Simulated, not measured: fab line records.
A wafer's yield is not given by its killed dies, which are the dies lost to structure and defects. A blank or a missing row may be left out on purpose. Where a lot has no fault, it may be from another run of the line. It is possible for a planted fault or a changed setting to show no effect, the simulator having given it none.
fab line records	flow nandHarc
[record] lots = 5	wafers = 15	lastDay = 25
route steps=1159 shown A_CHANNEL_HOLE_D1@488 A_CHANNEL_FILL_D1@490 END@1159
lots that met no fault: from a run of the same line without faults
startH: the number of hours between the record's first day and the start of the first shown wafer of the lot	waitH: how many hours have passed since the lot's step before this one	" unchanged from the row above	L1.1+2: a row that stands for several wafers	- no value, or no start given	* or withheld: withheld	< > ~ a bound
route shown NAME@n: NAME is a module with steps in the file, n the number in the route of the first one	usual: the fault-free wafers' mean and standard deviation	same: alike in all rows	chamber/n: place in a boat	sites: each site's reading	_std_site: standard deviation of those values	_edge_site: the outer-site mean with the inner-site mean subtracted	radiusMm: how far each site lies from the wafer's centre	mask NAME#n: copy n	behind: the most recent tool/chamber to have shaped the wafer	hold: why the lot went on hold/how many hours it stayed there/how the hold came to an end	device: transistor that didn't switch, given as n, p or np	end of line: the route-end tests of the same wafers	where a step has no rows: the recipe by itself	killed: dies that structure and defects cost at the first sort, which is not the same as the wafer's yield	map: a wafer's dies, marking killed ones x, the rest . and places with no die _
set.NAME: the setting the step ran with; set.NAME@STEP: the setting that earlier step ran with	model.NAME: the simulator's own value behind a step, which no gauge read
certain route steps with their lots: each step a table, each wafer a row
services: a tool's chamber out of use, with start hour (startH, from the record's first day; less than 0 if before it), hours out, and reason
[[steps]]
[step NHARC_A_CHANNEL_HOLE_D1_XSEM_31]
[recipe] landingEnergyEv = 35000
[usual] botCdNm = 74.9/1.8	bowNm = 8.7/0.31	tiltDeg = 0.07/0.04
lot.wafer	tool	chamber	startH	waitH	botCdNm	bowNm	tiltDeg
L737.4	xsem-01	0	190.61	0.1	73.4	9.0	0.14
L737.5	"	0	"	"	73.2	9.0	0.14
L737.6	"	0	"	"	72.3	8.9	0.14
L741.1	xsem-01	0	213.27	0.1	75.0	8.8	0.05
L741.2	"	0	"	"	73.4	8.8	0.05
L741.5	"	0	"	"	73.4	8.9	0.05
L753.1	xsem-02	0	291.50	0.1	74.1	8.6	0.08
L753.3	"	0	"	"	77.9	8.6	0.07
L753.6	"	0	"	"	74.1	8.7	0.08
L759.2	xsem-02	0	317.66	0.1	76.6	8.3	0.09
L759.3	"	0	"	"	75.2	8.3	0.09
L759.6	"	0	"	"	72.5	8.2	0.09
L758.2	xsem-01	0	321.81	0.1	74.5	8.3	0.16
L758.3	"	0	"	"	72.8	8.3	0.16
L758.5	"	0	"	"	74.8	8.3	0.17
[step NHARC_A_CHANNEL_HOLE_D1_INSPECT_40]
[usual] rawDefectCount = 59/16
lot.wafer	tool	chamber	startH	waitH	rawDefectCount
L737.4	defectInspect-01	-	190.70	-	53
L737.5	"	-	"	"	59
L737.6	"	-	"	"	60
L741.1	defectInspect-02	-	213.37	-	78
L741.2	"	-	"	"	35
L741.5	"	-	"	"	59
L753.1	defectInspect-02	-	291.60	-	46
L753.3	"	-	"	"	58
L753.6	"	-	"	"	49
L759.2	defectInspect-02	-	317.76	-	48
L759.3	"	-	"	"	75
L759.6	"	-	"	"	46
L758.2	defectInspect-01	-	321.90	-	44
L758.3	"	-	"	"	52
L758.5	"	-	"	"	50
[step NHARC_A_CHANNEL_FILL_D1_PRECLEAN_00]
[recipe] timeS = *	tempC = 50	bathAgeMin = 0	chemistry = SC1
[step NHARC_A_CHANNEL_FILL_D1_SRD_01]
[step NHARC_A_CHANNEL_FILL_D1_ALD_02]
[recipe] targetThkA = 60	pulseTimeS = 10	aldCycles = 60	tempC = 300	material = SiO2
[step NHARC_A_CHANNEL_FILL_D1_ALD_03]
[recipe] targetThkA = 60	pulseTimeS = 60	aldCycles = 58	tempC = 630	pressureTorr = 2	material = SiNx
[step NHARC_A_CHANNEL_FILL_D1_ALD_14]
[recipe] targetThkA = 25	pulseTimeS = 10	aldCycles = 25	tempC = 300	material = SiO2
[usual] heaterPowerW = 469/71	precursorPulseHeightRel = 0.999/0.019
lot.wafer	tool	chamber	startH	waitH	heaterPowerW	precursorPulseHeightRel
L737.4	aldHk-02	3	199.95	0.2	424	0.960
L737.6	"	0	"	"	537	1.034
L737.5	"	1	"	"	483	0.971
L741.1	aldHk-02	3	220.69	0.1	427	1.020
L741.2	"	0	"	"	549	0.995
L741.5	"	2	"	"	415	0.983
L753.3	aldHk-02	2	301.43	0.0	443	1.010
L753.1	"	3	"	"	393	1.008
L753.6	"	3	"	"	399	1.002
L759.2	aldHk-04	3	330.36	5.4	572	0.997
L759.3	"	0	"	"	446	1.006
L759.6	"	3	"	"	571	1.005
L758.2	aldHk-04	1	331.14	2.0	403	1.033
L758.3	"	2	"	"	381	0.989
L758.5	"	1	"	"	407	0.977
[step NHARC_A_CHANNEL_FILL_D1_ALD_15]
[recipe] targetThkA = 20	pulseTimeS = 60	aldCycles = 19	tempC = 630	pressureTorr = 2	material = SiNx
[usual] precursorPulseHeightRel = 1.000/0.02
lot.wafer	tool	chamber	startH	waitH	precursorPulseHeightRel
L737.4	aldSinBatch-02	0	-	-	1.008
L737.5	"	0	"	"	1.000
L737.6	"	0	"	"	1.014
L741.1	aldSinBatch-01	0	-	-	0.997
L741.2	"	0	"	"	0.977
L741.5	"	0	"	"	1.013
L753.1	aldSinBatch-02	0	-	-	0.997
L753.3	"	0	"	"	0.972
L753.6	"	0	"	"	0.969
L758.2	aldSinBatch-01	0	-	-	0.998
L758.3	"	0	"	"	1.008
L758.5	"	0	"	"	1.003
L759.2	aldSinBatch-01	0	-	-	1.010
L759.3	"	0	"	"	1.029
L759.6	"	0	"	"	0.988
[step NHARC_A_CHANNEL_FILL_D1_ALD_16]
[recipe] targetThkA = 15	pulseTimeS = 10	aldCycles = 15	tempC = 300	material = SiO2
[step NHARC_A_CHANNEL_FILL_D1_ANNEAL_17]
[recipe] tempC = 850	timeS = 1800
[step NHARC_A_CHANNEL_FILL_D1_CVD_18]
[recipe] targetThkA = 30	tempC = 550	material = poly-Si
[step NHARC_A_CHANNEL_FILL_D1_ETCHBACK_19]
[recipe] targetDepthA = 50	timeS = 1.7	hbrFlowSccm = 150	cl2FlowSccm = 50	rfW = 400	icpW = 400	biasW = 100	chemistry = HBr/Cl2
[usual] biasW = 100.02/0.28	drypumpMotorCurrentA = 5.6/0.51	heBacksideLeakSccm = 2.75/0.25	oesProductAu = 0.998/0.014	throttleValvePct = 26.406/0.011
[same] timeS = 1.7
lot.wafer	tool	chamber	startH	waitH	biasW	drypumpMotorCurrentA	heBacksideLeakSccm	oesProductAu	rfHoursCounterH	throttleValvePct
L737.4	rieSi-06	0	217.14	0.4	99.85	6.0	2.33	1.001	0.3	26.415
L737.6	"	1	"	"	100.45	5.2	2.94	1.005	-	26.413
L737.5	"	2	"	"	100.53	6.3	2.72	1.003	-	26.400
L741.1	rieSi-03	3	237.54	0.4	100.49	6.2	2.74	0.984	0.8	26.390
L741.2	"	0	"	"	99.92	6.2	2.96	1.007	0.8	26.413
L741.5	"	1	"	"	100.09	6.0	2.78	0.997	-	26.429
L753.3	rieSi-03	3	318.88	0.4	99.99	6.2	2.55	0.981	1.6	26.407
L753.1	"	1	"	"	100.15	6.0	2.72	0.999	1.0	26.402
L753.6	"	0	"	"	100.08	6.2	2.77	0.987	-	26.391
L759.3	rieSi-06	3	344.31	0.4	100.01	6.1	2.67	0.989	1.3	26.391
L759.2	"	0	"	"	100.24	5.9	2.53	0.994	1.5	26.408
L759.6	"	0	"	"	100.73	6.0	2.47	0.992	-	26.411
L758.3	rieSi-06	1	347.30	0.4	100.03	5.2	2.87	1.009	1.6	26.418
L758.2	"	3	"	"	100.19	6.1	2.66	0.987	1.3	26.408
L758.5	"	2	"	"	99.73	6.2	2.68	0.996	-	26.409
[step NHARC_A_CHANNEL_FILL_D1_ETCHBACK_20]
[recipe] targetDepthA = 270	timeS = 13.5	c4f8FlowSccm = withheld	o2FlowSccm = 8	arFlowSccm = withheld	rfW = 600	biasW = 1500	chemistry = C4F8/O2/Ar
[usual] biasW = 1500/4.5	oesProductAu = 0.95/0.036	rfVppV = 977/5.3
[same] timeS = 13.5
lot.wafer	tool	chamber	startH	waitH	biasW	oesProductAu	rfHoursCounterH	rfVppV
L737.4	rieDiel-05	0	217.24	-	1506	1.00	1	977
L737.6	"	3	"	"	1500	0.99	-	980
L737.5	"	0	"	"	1503	0.99	-	977
L741.2	rieDiel-01	0	237.64	-	1500	0.94	4	974
L741.1	"	3	"	"	1496	0.93	4	970
L741.5	"	1	"	"	1496	0.93	-	982
L753.1	rieDiel-05	3	319.01	-	1501	0.99	4	980
L753.3	"	0	"	"	1492	0.77	3	977
L753.6	"	0	"	"	1502	0.76	-	978
L759.2	rieDiel-10	2	344.44	-	1504	0.93	32	968
L759.3	"	0	"	"	1500	0.91	30	981
L759.6	"	3	"	"	1494	0.90	-	971
L758.2	rieDiel-10	2	347.44	-	1499	0.92	33	968
L758.3	"	3	"	"	1498	0.91	33	972
L758.5	"	1	"	"	1496	0.94	-	975
[step NHARC_A_CHANNEL_FILL_D1_STRIP_28]
[recipe] timeS = 20	o2FlowSccm = 500	arFlowSccm = 0	biasW = 0	chemistry = O2
[usual] drypumpMotorCurrentA = 5.8/0.44	oesProductAu = 0.999/0.013	rfVppV = 57.8/0.92	showerheadPlenumPTorr = 3.50/0.13	throttleValvePct = 17.036/0.0082
[same] biasW = 0	timeS = 20
lot.wafer	tool	chamber	startH	waitH	drypumpMotorCurrentA	oesProductAu	rfHoursCounterH	rfVppV	showerheadPlenumPTorr	throttleValvePct
L737.4	rieDiel-05	0	217.33	0.1	5.1	0.989	1	57.5	3.51	17.046
L737.6	"	2	"	"	5.8	1.012	-	56.4	3.40	17.043
L737.5	"	3	"	"	6.0	0.983	-	57.6	3.58	17.036
L741.2	rieDiel-01	1	237.74	0.1	6.1	1.017	4	56.1	3.62	17.041
L741.1	"	3	"	"	5.7	0.996	4	57.3	3.31	17.038
L741.5	"	1	"	"	6.1	1.001	-	57.6	3.62	17.022
L753.3	rieDiel-05	1	319.62	0.6	6.5	0.981	3	58.5	3.59	17.036
L753.1	"	2	"	"	5.8	1.017	4	57.7	3.39	17.037
L753.6	"	1	"	"	6.5	0.980	-	57.3	3.59	17.027
L759.2	rieDiel-10	1	344.53	0.1	6.8	1.021	30	56.1	3.45	17.034
L759.3	"	0	"	"	5.3	0.977	30	58.5	3.62	17.047
L759.6	"	1	"	"	6.8	1.026	-	57.8	3.45	17.038
L758.3	rieDiel-10	2	347.52	0.1	5.3	1.000	33	57.4	3.29	17.031
L758.2	"	3	"	"	5.5	0.977	33	58.2	3.35	17.034
L758.5	"	3	"	"	5.5	0.982	-	57.0	3.35	17.048
[step NHARC_END_SORT_01]
[recipe] tempC = 25
[usual] killedAtArray = 28/11	killedAtOther = 0.5/0.87	killedAtPeriphery = 2.9/2.2	killedDies = 32/11	killedOpen = 3.2/1.9	killedShort = 1.8/1.4
[same] grossDies = 677
lot.wafer	tool	chamber	startH	waitH	killedAtArray	killedAtOther	killedAtPeriphery	killedDies	killedOpen	killedShort
L737.4	prober-01	0	449.85	3.4	20	0	5	25	3	1
L737.5	prober-01	0	450.65	3.7	20	1	2	23	2	2
L737.6	prober-01	0	451.46	4.0	29	0	2	31	1	0
L753.1	prober-01	0	558.58	2.5	31	0	3	34	3	4
L753.3	prober-01	0	560.17	3.1	675	0	2	677	3	0
L753.6	prober-01	0	562.55	4.0	673	0	3	676	0	0
// killed by level:class
L737.4 A_SLIT:chamberFilmFlake=11 P_ZERO_WELL:chamberFilmFlake=4 A_WL_FILL:chamberFilmFlake=2 A_CONTACT:chamberFilmFlake=2 P_CONTACT:geometricParticle:open=1 A_ONON_D1:geometricParticle:open=1 A_CHANNEL_FILL_D1:geometricParticle:open=1 A_CHANNEL_FILL_D1:geometricParticle:short=1
L737.5 A_SLIT:chamberFilmFlake=7 A_WL_FILL:chamberFilmFlake=5 A_ZERO_WELL:chamberFilmFlake=2 P_CONTACT:geometricParticle:open=1 A_CHANNEL_FILL_D1:geometricParticle:short=1 A_CONTACT:geometricParticle:open=1 A_BLC:geometricParticle:short=1 P_GATE:chamberFilmFlake=1
L737.6 A_SLIT:chamberFilmFlake=13 A_WL_FILL:chamberFilmFlake=6 A_CONTACT:chamberFilmFlake=4 P_ZERO_WELL:chamberFilmFlake=2 A_STAIRCASE:chamberFilmFlake=2 A_CHANNEL_HOLE_D1:geometricParticle:open=1 A_ZERO_WELL:chamberFilmFlake=1 A_CHANNEL_FILL_D1:chamberFilmFlake=1
L753.1 A_SLIT:chamberFilmFlake=15 A_CHANNEL_HOLE_D1:chamberFilmFlake=7 A_CONTACT:chamberFilmFlake=3 A_CHANNEL_FILL_D1:geometricParticle:short=2 A_WL_FILL:geometricParticle:short=2 P_CONTACT:geometricParticle:open=1 P_M2:geometricParticle:open=1 A_M0:geometricParticle:open=1
L753.3 A_CHANNEL_FILL_D1:areaEtchback=634 A_SLIT:chamberFilmFlake=21 A_CHANNEL_HOLE_D1:chamberFilmFlake=10 A_CONTACT:chamberFilmFlake=5 A_STAIRCASE:chamberFilmFlake=2 A_WL_FILL:chamberFilmFlake=2 P_CONTACT:geometricParticle:open=1 P_M0:geometricParticle:open=1
L753.6 A_CHANNEL_FILL_D1:areaEtchback=645 A_SLIT:chamberFilmFlake=17 A_CHANNEL_HOLE_D1:chamberFilmFlake=6 A_STAIRCASE:chamberFilmFlake=3 P_STI:chamberFilmFlake=2 A_WL_FILL:chamberFilmFlake=2 P_GATE:chamberFilmFlake=1
// map L753.3 (x killed, . not)
____________x____________
_________xxxxxxx_________
_______xxxxxxxxxxx_______
______xxxxxxxxxxxxx______
_____xxxxxxxxxxxxxxx_____
____xxxxxxxxxxxxxxxxx____
____xxxxxxxxxxxxxxxxx____
___xxxxxxxxxxxxxxxxxxx___
___xxxxxxxxxxxxxxxxxxx___
__xxxxxxxxxxxxxxxxxxxxx__
__xxxxxxxxxxxxxxxxxxxxx__
_xxxxxxxxxxxxxxxxxxxxxxx_
_xxxxxxxxxxxxxxxxxxxxxxx_
_xxxxxxxxxxxxxxxxxxxxxxx_
_xxxxxxxxxxxxxxxxxxxxxxx_
_xxxxxxxxxxxxxxxxxxxxxxx_
xxxxxxxxxxxxxxxxxxxxxxxxx
xxxxxxxxxxxxxxxxxxxxxxxxx
xxxxxxxxxxxxxxxxxxxxxxxxx
xxxxxxxxxxxxxxxxxxxxxxxxx
xxxxxxxxxxxxxxxxxxxxxxxxx
_xxxxxxxxxxxxxxxxxxxxxxx_
_xxxxxxxxxxxxxxxxxxxxxxx_
_xxxxxxxxxxxxxxxxxxxxxxx_
_xxxxxxxxxxxxxxxxxxxxxxx_
_xxxxxxxxxxxxxxxxxxxxxxx_
__xxxxxxxxxxxxxxxxxxxxx__
__xxxxxxxxxxxxxxxxxxxxx__
___xxxxxxxxxxxxxxxxxxx___
___xxxxxxxxxxxxxxxxxxx___
____xxxxxxxxxxxxxxxxx____
____xxxxxxxxxxxxxxxxx____
_____xxxxxxxxxxxxxxx_____
______xxxxxxxxxxxxx______
_______xxxxxxxxxxx_______
_________xxxxxxx_________
____________x____________
// map L737.6 (x killed, . not)
____________.____________
_________......._________
_______......x...._______
______.............______
_____..............._____
____.................____
____...........x.....____
___...................___
___...................___
__.....................__
__.....................__
_......................._
_......................._
_......................._
_......................._
_......................._
.x.......................
.x.xx....................
x..x.....................
.xx..x..x................
.xx......................
_.x....................._
_xx....x.........x.x...._
_......................._
_......................._
_......................._
__............x.......x__
__.....................__
___...................___
___.......x..x......x.___
____.................____
____.................____
_____...x..........x_____
______x......x.....______
_______x.........._______
_________x......_________
____________.____________
[[services]]
tool	chamber	startH	hours	kind
rieDiel-05	0	172.60	-	clean
rieDiel-05	1	172.60	-	clean
rieDiel-05	2	172.60	-	clean
rieDiel-05	3	172.60	-	clean
rieDiel-10	-	176.51	9.0	pm
rieDiel-10	0	176.51	9.0	ventCycle
rieDiel-10	1	176.51	9.0	ventCycle
rieDiel-10	2	176.51	9.0	ventCycle
rieDiel-10	3	176.51	9.0	ventCycle
rieSi-03	1	176.77	30.8	repair
rieSi-06	-	183.00	9.0	pm
rieDiel-10	0	185.51	-	clean
aldHk-04	-	187.58	10.0	pm
rieDiel-01	-	188.09	1.9	repair
aldSinBatch-01	-	199.12	11.8	repair
rieSi-03	-	246.57	0.1	repair
rieSi-06	2	268.57	8.8	repair
rieDiel-01	1	271.79	3.1	repair
rieDiel-10	3	284.07	2.3	repair
rieDiel-05	1	290.79	1.9	repair
xsem-02	-	302.00	14.0	pm
rieDiel-01	-	314.80	9.0	pm
rieSi-03	-	332.00	9.0	pm
rieDiel-05	-	340.60	9.0	pm
[[key]]
[firstSign] step = NHARC_A_CHANNEL_FILL_D1_ETCHBACK_20	reading = oesProductAu	direction = down	sigmas = 5.2	usual = 0.95	struck = 0.77
[effect] step = NHARC_END_SORT_01	reading = killedAtArray	direction = up	sigmas = 59	usual = 28	struck = 674
[moreKillsBornAt] NHARC_A_CHANNEL_FILL_D1_ETCHBACK_20@rieDiel-05 = 1279
metAt NHARC_A_CHANNEL_FILL_D1_ETCHBACK_20
struckWafers L753.3,L753.6
laterRowsLeftOut L753.3,L753.6
testerLeftOut L753
onsetBetween 217.24 319.01
[fault] kind = processParameterDrift	tool = rieDiel-05	chamber = 0	onsetH = 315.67	steps = NHARC_A_CHANNEL_FILL_D1_ETCHBACK_20	channel = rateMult	offset = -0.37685	shape = step	endH = 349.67
// testerLeftOut: of these lots the tester's yield and bins aren't shown, on N5 and GAA mostly nor the transistor test; their killed dies are dies lost to structure and defects alone, not to doping, threshold or leakage, so they don't give the yield
// laterRowsLeftOut: the simulator's readings of these wafers behind a module that went badly wrong aren't trusted and aren't shown, but for the sort
